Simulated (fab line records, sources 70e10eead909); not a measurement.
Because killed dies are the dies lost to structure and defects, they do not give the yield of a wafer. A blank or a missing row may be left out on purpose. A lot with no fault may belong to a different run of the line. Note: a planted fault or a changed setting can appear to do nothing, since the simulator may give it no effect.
Chamber matching ; flow nand-harc ; pecvd-01 running NHARC_A_STAIRCASE_DEP_325: 3 sister chambers
The step deposits SiO2, target thk 3800 nm. 3 wafers are shown with their chamber, then 11 later ones without.

== WAFERS PAIRED WITH THEIR CHAMBERS ==
wafer;chamber;heater-power-w (W)
L086.6;0;669
L092.6;2;526
L091.1;1;502

== WAFERS MISSING THEIR CHAMBER ==
wafer;heater-power-w (W)
L091.2;571
L091.3;796
L093.1;775
L093.3;598
L093.6;648
L096.1;613
L096.2;811
L096.6;495
L097.3;618
L097.4;484
L097.6;518

== CHAMBER TAKEN BY EACH ==
wafer;from the rows above;in truth
L091.2;can't be placed: 2 or 1 or 0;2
L091.3;can't be placed: 0 or 2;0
L093.1;can't be placed: 0 or 2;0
L093.3;can't be placed: 0 or 2 or 1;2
L093.6;can't be placed: 0 or 2 or 1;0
L096.1;can't be placed: 0 or 2 or 1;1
L096.2;can't be placed: 0 or 2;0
L096.6;can't be placed: 1 or 2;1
L097.3;can't be placed: 0 or 2 or 1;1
L097.4;can't be placed: 1 or 2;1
L097.6;can't be placed: 2 or 1 or 0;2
0 of 11 placed correctly. Unplaceable from these rows: 11, with the true chamber sitting among the candidates in 11. Number placed wrongly: 0.
How it was worked out, from the rows above alone: a wafer's distance from a chamber is the root of the sum, over the readings, of the square of ((its reading less the chamber's mean) divided by the reading's scatter). If the next closest chamber is less than 2 further off than the closest, the wafer can't be placed; otherwise it belongs to the closest. For every chamber, the mean is computed from those of its wafers that are shown. The scatter: root of mean squared gap, hidden wafer to nearest shown wafer, with one shown wafer a chamber.
